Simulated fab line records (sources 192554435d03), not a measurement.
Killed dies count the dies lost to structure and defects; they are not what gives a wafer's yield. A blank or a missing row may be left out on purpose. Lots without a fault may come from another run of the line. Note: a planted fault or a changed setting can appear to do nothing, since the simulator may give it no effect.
Comparing a struck lot with a sound one || flow n5 finfet || 37 out of 1938 route steps
Sound: the wafers L283.3, L283.4, L283.5. Struck: wafer L278.1. (L278.3 of the same lot was not struck and is left out.) The cause comes at the end.
Per side, at each step with rows, come the tool, then ch with its chambers, and then its first start. Under that, the readings that differ: sound wafers || struck wafers || difference of the means || sigmas: that difference in standard deviations of wafers without a fault.
alike: a reading whose means differ by less than 2 such deviations, as well as words and numbers matching on both sides. not compared: withheld readings; readings where some wafer has no value; bounds like >300 that might hide an equal value; numbers whose values overlap and for which the record gives no deviation.
A row with sigmas, a row that says differs or no value, or rows on one side alone: a step with any of these is where the two part. Numbers that don't overlap but have no deviation are shown without sigmas and don't part them. A reading missing from all wafers of one side parts the sides only when that side holds two or more wafers.

first, 9 steps without rows for these wafers: N5_PMOS_HMC_CHANNEL_EPI_PRECLEAN_40 (cleans in DHF, time 30 s); N5_PMOS_HMC_CHANNEL_EPI_PRECLEAN_37 (cleans in O3/DIW, time 45 s); N5_PMOS_HMC_CHANNEL_EPI_PRECLEAN_24 (cleans in DHF, time 30 s); N5_PMOS_HMC_CHANNEL_EPI_SRD_25 (time 30 s); N5_PMOS_HMC_CHANNEL_EPI_EPI_26 (deposits Si from SiH4/H2, target thk 3.8 nm, time 22.7 s); N5_FIN_SAQP_PRECLEAN_42 (cleans in O3/DIW, time 60 s); N5_FIN_SAQP_PRECLEAN_00 (cleans in SC1, time 60 s); N5_FIN_SAQP_PRECLEAN_44 (cleans in SC2, time 45 s); N5_FIN_SAQP_SRD_01 (time 30 s).
N5_FIN_SAQP_ALD_61: deposits SiO2, target thk 4 nm, pulse time 1 s, purge time 2 s.
  sound on ald sin-02 ch 0,3, day 6 09:27; struck on ald sin-03 ch 1, day 5 03:27
{"reading": "ald cycles", "sound": "43 43 43", "struck": 22, "difference": -21, "sigmas": ""}
{"reading": "precursor pulse height rel", "sound": "1.011 0.981 0.990", "struck": 1.040, "difference": "+0.046", "sigmas": "+2"}
{"reading": "model.SiO2_of_FIN_SAQP_ALD_61.thk nm (nm)", "sound": "3.978 3.988 3.995", "struck": 2.039, "difference": -1.948, "sigmas": ""}
  alike: heater power w
then, 24 steps without rows for these wafers: N5_FIN_SAQP_DENSIFY_62 (time 60 s); N5_FIN_SAQP_HM_DEP_03 (deposits SiNx from SiH4/NH3/N2, target thk 38 nm, time 33.6 s); N5_FIN_SAQP_PECVD_47 (deposits a-Si from SiH4/He, target thk 45 nm, time 36.3 s); N5_FIN_SAQP_PECVD_48 (deposits SiNx from SiH4/NH3/N2, target thk 25 nm, time 22.1 s); N5_FIN_SAQP_PECVD_06 (deposits a-Si from SiH4/He, target thk 60 nm, time 48.1 s); N5_FIN_SAQP_HM_DEP_72 (deposits SiO2 from SiH4/N2O, target thk 12 nm, time 7.2 s); N5_FIN_SAQP_COAT_49 (time 60 s, resist thk 100 nm); N5_FIN_SAQP_COAT_50 (time 60 s, resist thk 35 nm); N5_FIN_SAQP_COAT_10 (resist thk 90 nm); N5_FIN_SAQP_EBR_12; N5_FIN_SAQP_SOFTBAKE_11 (time 60 s); N5_FIN_SAQP_EXPOSE_13 (exposes mask FIN CORE, target cd 35.6 nm); N5_FIN_SAQP_PEB_14 (peb time 60 s); N5_FIN_SAQP_DEVELOP_15 (develop time 30 s); N5_FIN_SAQP_DESCUM_21 (chemistry O2, time 7.9 s); N5_FIN_SAQP_ETCH_51 (etches SiARC in CF4, target depth 45.5 nm, time 75.8 s); N5_FIN_SAQP_ETCH_52 (etches SOC in N2/H2, target depth 100 nm, overetch 20 nm, time 150 s); N5_FIN_SAQP_STRIP_53 (strips in N2/H2); N5_FIN_SAQP_HM_OPEN_73 (chemistry CHF3/O2, target SiO2, stops on a-Si, target depth 12 nm, time 16.8 s); N5_FIN_SAQP_STRIP_74 (strips in CHF3/O2); N5_FIN_SAQP_MANDREL_ETCH_22 (etches a-Si in HBr/Cl2, stops on SiNx, target depth 60 nm, bt time 10 s, time 30 s); N5_FIN_SAQP_STRIP_55 (strips in N2/H2); N5_FIN_SAQP_STRIP_23 (strips in SPM, time 750 s); N5_FIN_SAQP_SRD_66 (time 30 s).
N5_FIN_CUT_CUT_ETCH_27: etches SiO2 in CHF3/O2, target depth 4 nm, overetch 2 nm, time 4.9 s.
  sound on rie diel-04 ch 0,1,2, day 6 16:11; struck on rie diel-04 ch 0, day 5 09:48
{"reading": "oes product au (a.u.)", "sound": "0.61 0.69 0.63", "struck": 0.49, "difference": -0.15, "sigmas": -3}
{"reading": "model.etch.depth nm (nm)", "sound": "3.978 3.988 3.995", "struck": 2.039, "difference": -1.948, "sigmas": ""}
  alike: drypump motor current A, mfc ar sccm, rf vpp V, showerhead plenum p Torr, throttle valve pct
  not compared: rf hours counter h
N5_STI_FIN_REVEAL_STRIP_16: strips SiNx in H3PO4, target depth 23.8 nm.
  sound on wet bench-04 ch 1,2,3, day 7 00:59; struck on wet bench-01 ch 7, day 5 17:59
{"reading": "model.SiO2_of_FIN_SAQP_ALD_61.thk nm (nm)", "sound": "3.8 3.8 3.8", "struck": 1.8, "difference": -2.0, "sigmas": ""}
-- a jump in the record: the struck wafers' starts before and after are 10 days apart (it breaks off in module STI_FIN_REVEAL and resumes in module PASSIVATION, where the first step shown is number 1936 of the route) --
N5_PASSIVATION_PROBE_49:
  sound on prober-01, day 17 18:33; struck on prober-02, day 15 15:24
  alike: killed_at_M0_to_M3, killed_at_M4_up, killed at contacts, killed at front end, killed at other, killed dies, killed on rim, killed open, killed short

== WHERE THEY PART ==
Last at N5_FIN_CUT_CUT_ETCH_27 as far as this record goes, first at N5_FIN_SAQP_ALD_61. Later steps at which nothing parts them and some readings are alike: N5_PASSIVATION_PROBE_49.

WHY: the cause the simulator had injected
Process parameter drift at N5_FIN_SAQP_ALD_61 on ald sin-03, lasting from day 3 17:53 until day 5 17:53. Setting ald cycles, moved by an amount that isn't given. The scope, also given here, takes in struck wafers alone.
